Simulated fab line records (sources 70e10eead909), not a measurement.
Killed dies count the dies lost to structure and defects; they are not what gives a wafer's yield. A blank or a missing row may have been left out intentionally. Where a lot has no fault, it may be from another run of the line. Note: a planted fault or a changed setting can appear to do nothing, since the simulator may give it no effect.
Struck lot and sound lot, side by side | flow nand-harc | 27 out of 1159 route steps
Sound: the wafers L805.3, L805.4, L805.5. Struck: wafers L815.1, L815.2, L815.6. The cause comes at the end.
For every step that has rows: the tool of each side, followed by ch and its chambers, followed by its first start. Under that, the readings that differ: sound wafers | struck wafers | difference of the means | sigmas: that difference in standard deviations of wafers without a fault.
alike: readings with means less than 2 such deviations apart, plus words and numbers identical on both sides. not compared: withheld readings, readings lacking a value on some wafer, bounds such as >300 that could conceal the same value, and numbers that have no deviation in the record and whose values overlap.
The two part at a step that has a row with sigmas, a row that says differs or no value, or rows on one side only. Numbers that have no deviation but don't overlap get no sigmas and don't part them. A reading missing from all wafers of one side parts the sides only when that side holds two or more wafers.

NHARC_P_ZERO_WELL_INSPECT_43:
  sound on defect-inspect-02 at day 2 19:37; struck on defect-inspect-02 at day 5 07:23
  alike: raw-defect-count
then, 11 steps without rows for these wafers: NHARC_P_STI_ETCH_26 (etches SiO2 in dHF, target depth 11 nm); NHARC_P_STI_PRECLEAN_27 (cleans in SC1); NHARC_P_STI_SRD_28; NHARC_P_STI_OXIDE_29 (material SiO2, target thk 10 nm, ox time 1362 s); NHARC_P_STI_HM_DEP_30 (deposits Si3N4, target thk 80 nm, time 873 s); NHARC_P_STI_DEHYDRATE_01 (time 120 s); NHARC_P_STI_HMDS_02 (time 30 s); NHARC_P_STI_COAT_41 (time 65 s); NHARC_P_STI_COAT_03 (resist thk 600 nm); NHARC_P_STI_SOFTBAKE_04 (time 70 s); NHARC_P_STI_EBR_05.
NHARC_P_STI_EXPOSE_06: exposes mask P STI, target cd 200 nm.
  sound on krf-scanner-04 ch 0, day 3 10:50; struck on krf-scanner-02 ch 0, day 6 01:44
  reading              | sound             | struck            | difference | sigmas
  exposure-dose-mJ-cm2 | 37.64 37.62 37.62 | 20.38 20.37 20.35 | -17.26     | -99 or more
  alike: mask
then, 2 steps without rows for these wafers: NHARC_P_STI_PEB_07 (peb time 80 s); NHARC_P_STI_DEVELOP_08 (time 50 s).
NHARC_P_STI_CD_MEAS_09: target cd 200 nm.
  sound on cd-sem-03 ch 0, day 3 10:59; struck on cd-sem-03 ch 0, day 6 01:53
  reading    | sound             | struck         | difference | sigmas
  cd-nm (nm) | 199.5 198.8 199.4 | 63.5 61.4 60.4 | -137.5     | -76
NHARC_P_STI_OVL_MEAS_10:
  sound on overlay-01 at day 3 11:04; struck on overlay-02 at day 6 01:58
  alike: overlay-x-nm, overlay-y-nm
NHARC_P_STI_INSPECT_11:
  sound on defect-inspect-02 at day 3 11:06; struck on defect-inspect-02 at day 6 02:01
  alike: raw-defect-count
then, 1 step without rows for these wafers: NHARC_P_STI_HARDBAKE_13 (time 65 s).
NHARC_P_STI_DESCUM_14: chemistry O2, time 3 s.
  sound on rie-diel-02 ch 0,2, day 3 11:14; struck on rie-diel-02 ch 2,3, day 6 02:08
  reading                | sound           | struck            | difference | sigmas
  model.P_STI.cd-nm (nm) | 199 199.2 199.8 | 64.05 61.84 60.56 | -137.18    |
  alike: drypump-motor-current-A, oes-product-au, rf-vpp-V, showerhead-plenum-p-Torr, throttle-valve-pct
  not compared: rf-hours-counter-h
NHARC_P_STI_ETCH_42: etches the open film in N2/H2, target depth 80 nm, overetch 24 nm, time 61 s.
  sound on rie-diel-02 ch 0,2, day 3 11:19; struck on rie-diel-02 ch 0,1, day 6 02:14
  alike: drypump-motor-current-A, oes-product-au, rf-vpp-V, showerhead-plenum-p-Torr, throttle-valve-pct
  not compared: rf-hours-counter-h
NHARC_P_STI_ETCH_31: etches the open film in CF4/CHF3, target depth 108.9 nm, time 54.5 s.
  sound: rie-diel-02 ch 0,1,2; struck: rie-diel-02 ch 0,1,3
  reading               | sound             | struck            | difference | sigmas
  oes-product-au (a.u.) | 0.949 0.934 0.942 | 0.995 0.984 0.966 | +0.040     | +3
  alike: cf4-flow-sccm, drypump-motor-current-A, rf-vpp-V, showerhead-plenum-p-Torr, throttle-valve-pct
  not compared: rf-hours-counter-h
NHARC_P_STI_ETCH_15: etches the open film in HBr/Cl2, target depth 300 nm, time 100.1 s.
  sound on rie-si-05 ch 1,3, day 3 11:32; struck on rie-si-06 ch 0,2, day 6 02:26
  reading                | sound             | struck           | difference | sigmas
  model.P_STI.cd-nm (nm) | 197.8 197.9 198.4 | 63.87 61.87 59.4 | -136.32    |
  alike: drypump-motor-current-A, oes-product-au, throttle-valve-pct
  not compared: rf-hours-counter-h
NHARC_P_STI_CD_MEAS_16:
  sound on cd-sem-01 at day 3 11:41; struck on cd-sem-01 at day 6 02:35
  reading    | sound             | struck         | difference | sigmas
  cd-nm (nm) | 197.5 198.0 198.5 | 63.7 61.5 59.2 | -136.5     | -72
NHARC_P_STI_OCD_MEAS_17:
  sound on ocd-02 at day 3 11:46; struck on ocd-01 at day 6 02:40
  reading                | sound             | struck         | difference | sigmas
  trench-foot-cd-nm (nm) | 157.3 156.6 157.3 | 20.5 19.0 17.9 | -137.9     | -73
then, 1 step without rows for these wafers: NHARC_P_STI_STRIP_19 (strips in SPM, time 900 s).
-- break in the record here, with 17 days between the starts of the struck wafers on either side (left off in module P_STI, picked up again in module END, where the first step shown is number 1159 on the route) --
NHARC_END_SORT_01:
  only the struck wafers appear in the record here, on prober-01 ch 0 at day 23 13:38; the sound ones have no rows

## WHERE THEY PART
First at NHARC_P_STI_EXPOSE_06; last, within this record, at NHARC_END_SORT_01.

WHY: what had been put in by the simulator
Process parameter drift: krf-scanner-02, from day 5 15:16 on, at NHARC_P_STI_EXPOSE_06. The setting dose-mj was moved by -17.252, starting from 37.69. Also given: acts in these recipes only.
